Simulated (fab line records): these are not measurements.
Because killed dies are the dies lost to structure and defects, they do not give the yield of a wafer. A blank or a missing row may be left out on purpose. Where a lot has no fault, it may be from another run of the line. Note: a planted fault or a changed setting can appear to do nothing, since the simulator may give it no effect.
A lot that was struck, set against a sound lot / flow nandHarc / 40 out of 1302 route steps
Sound: wafers L787.2, L787.5, L787.6. Struck: wafers L798.3, L798.6 (left out: L798.4, a lot-mate that was not struck); the cause follows at the end.
Each step with rows lists, per side, the tool, then ch with its chambers, then its first start. Under that, the readings that differ: sound wafers / struck wafers / difference of the means / sigmas: that difference in standard deviations of wafers without a fault.
alike: same words and numbers on both sides, and readings whose means sit less than 2 such deviations apart. not compared: any withheld reading, any reading some wafer has no value for, any bound like >300 that may hide the same value, and any number with overlapping values for which the record gives no deviation.
Wherever a step has rows on one side only, a row that says differs or no value, or a row with sigmas, the two part there. Numbers that have no deviation but don't overlap get no sigmas and don't part them. A reading missing from all wafers of one side parts the sides only when that side holds two or more wafers.

NHARC_P_M1_INSPECT_11:
  sound on defectInspect-02, day 9 10:59; struck on defectInspect-02, day 13 16:29
  alike: rawDefectCount
then, 2 steps without rows for these wafers: NHARC_P_M1_DESCUM_14 (chemistry O2, time 3 s); NHARC_P_M1_ETCH_35 (etches the open film in N2/H2, target depth 40 nm, overetch 12 nm, time 43.94 s).
NHARC_P_M1_ETCH_15: etches the open film in C4F8/Ar, target depth 182.5 nm, time 91.2 s.
  sound: rieDiel-02 ch 1,2,3; struck: rieDiel-01 ch 2,3
reading=oesProductAu (a.u.); sound=0.927 0.929 0.919; struck=0.940 0.998; difference=+0.044; sigmas=+2
  alike: chamberPressureMTorr, rfVppV
  not compared: rfHoursCounterH
NHARC_P_M1_CD_MEAS_16:
  sound on cdSem-02, day 9 11:22; struck on cdSem-03, day 13 16:52
  alike: cdNm
NHARC_P_M1_STRIP_18: strips in N2/H2.
  sound on rieDiel-02 ch 0,2,3, day 9 11:29; struck on rieDiel-01 ch 2, day 13 16:56
  alike: chamberPressureMTorr, drypumpMotorCurrentA, oesProductAu, rfVppV, showerheadPlenumPTorr, throttleValvePct
  not compared: rfHoursCounterH
then, 2 steps without rows for these wafers: NHARC_P_M1_ETCH_28 (etches the open film in CF4/N2, target depth 30 nm, time 72.99 s); NHARC_P_M1_STRIP_19 (strips in post etch residue remover, time 600 s).
NHARC_P_M1_DEGAS_29: time 60 s.
  sound on pvdSputter-02, day 9 12:06; struck on pvdSputter-03, day 13 17:35
  alike: heaterPowerW, susceptorTempC
then, 3 steps without rows for these wafers: NHARC_P_M1_PRE_CLEAN_30 (time 30 s); NHARC_P_M1_PVD_20 (deposits TaN, target thk 5 nm, time 8.06 s); NHARC_P_M1_PVD_21 (deposits Cu, target thk 30 nm, time 20.49 s).
NHARC_P_M1_ECD_22: material Cu, target thk 400 nm.
  sound on ecdCu-01 ch 0,1, day 9 12:26; struck on ecdCu-01 ch 0,1, day 13 18:02
then, 2 steps without rows for these wafers: NHARC_P_M1_ANNEAL_31 (time 90 s); NHARC_P_M1_CMP_23 (polishes, t overpolish 20 s, target thk 157.82 nm).
NHARC_P_M1_THK_MEAS_24: measures by xrf.
  sound on filmMetro-02, day 9 13:29; struck on filmMetro-02, day 13 19:00
  alike: thkNm
then, 13 steps without rows for these wafers: NHARC_P_M1_SRD_25; NHARC_P_M1_PRE_CLEAN_32 (time 12 s); NHARC_P_M1_DEP_33 (deposits SiCN, target thk 30 nm); NHARC_P_M2_DEP_00 (deposits SiOC, target thk 182.5 nm); NHARC_P_M2_DEHYDRATE_01 (time 120 s); NHARC_P_M2_HMDS_02 (time 30 s); NHARC_P_M2_COAT_34 (time 65 s); NHARC_P_M2_COAT_03 (resist thk 90 nm); NHARC_P_M2_SOFTBAKE_04 (time 55 s); NHARC_P_M2_EBR_05; NHARC_P_M2_EXPOSE_06 (exposes mask P M2, target cd 170 nm); NHARC_P_M2_PEB_07 (peb time 65 s); NHARC_P_M2_DEVELOP_08 (develop time 35 s).
NHARC_P_M2_CD_MEAS_09: target cd 170 nm.
  sound on cdSem-02 ch 0, day 9 15:02; struck on cdSem-03 ch 0, day 13 20:37
  alike: cdNm
NHARC_P_M2_OVL_MEAS_10: pitch 340 nm.
  sound on overlay-02, day 9 15:07; struck on overlay-02, day 13 20:41
  alike: overlayXNm, overlayYNm
NHARC_P_M2_DESCUM_14: chemistry O2, time 3 s.
  sound on rieDiel-03 ch 1,2,3, day 9 15:14; struck on rieDiel-12 ch 0,1, day 13 20:48
  alike: chamberPressureMTorr, drypumpMotorCurrentA, oesProductAu, rfVppV, showerheadPlenumPTorr, throttleValvePct
  not compared: rfHoursCounterH
then, 1 step without rows for these wafers: NHARC_P_M2_ETCH_35 (etches the open film in N2/H2, target depth 40 nm, overetch 12 nm, time 43.94 s).
NHARC_P_M2_ETCH_15: etches the open film in C4F8/Ar, target depth 182.5 nm, time 91.2 s.
  sound: rieDiel-03 ch 0,3; struck: rieDiel-12 ch 1,2
reading=oesProductAu (a.u.); sound=0.968 0.967 0.982; struck=0.914 0.913; difference=-0.059; sigmas=-2
  alike: chamberPressureMTorr, rfVppV
  not compared: rfHoursCounterH
NHARC_P_M2_CD_MEAS_16:
  sound on cdSem-01, day 9 15:31; struck on cdSem-01, day 13 21:06
  alike: cdNm
then, 4 steps without rows for these wafers: NHARC_P_M2_STRIP_18 (strips in N2/H2); NHARC_P_M2_ETCH_28 (etches the open film in CF4/N2, target depth 30 nm, time 72.99 s); NHARC_P_M2_STRIP_19 (strips in post etch residue remover, time 600 s); NHARC_P_M2_DEGAS_29 (time 60 s).
-- break in the record here, with 18 days between the starts of the struck wafers on either side (left off in module P_M2, picked up again in module END, where the first step shown is number 1302 on the route) --
NHARC_END_SORT_01:
  the record has rows for the struck wafers here (prober-02 ch 0, day 31 17:44) and none for the sound ones

WHERE THEY PART
First at NHARC_P_M1_ETCH_15; last, within this record, at NHARC_END_SORT_01.

WHY: what had been put in by the simulator
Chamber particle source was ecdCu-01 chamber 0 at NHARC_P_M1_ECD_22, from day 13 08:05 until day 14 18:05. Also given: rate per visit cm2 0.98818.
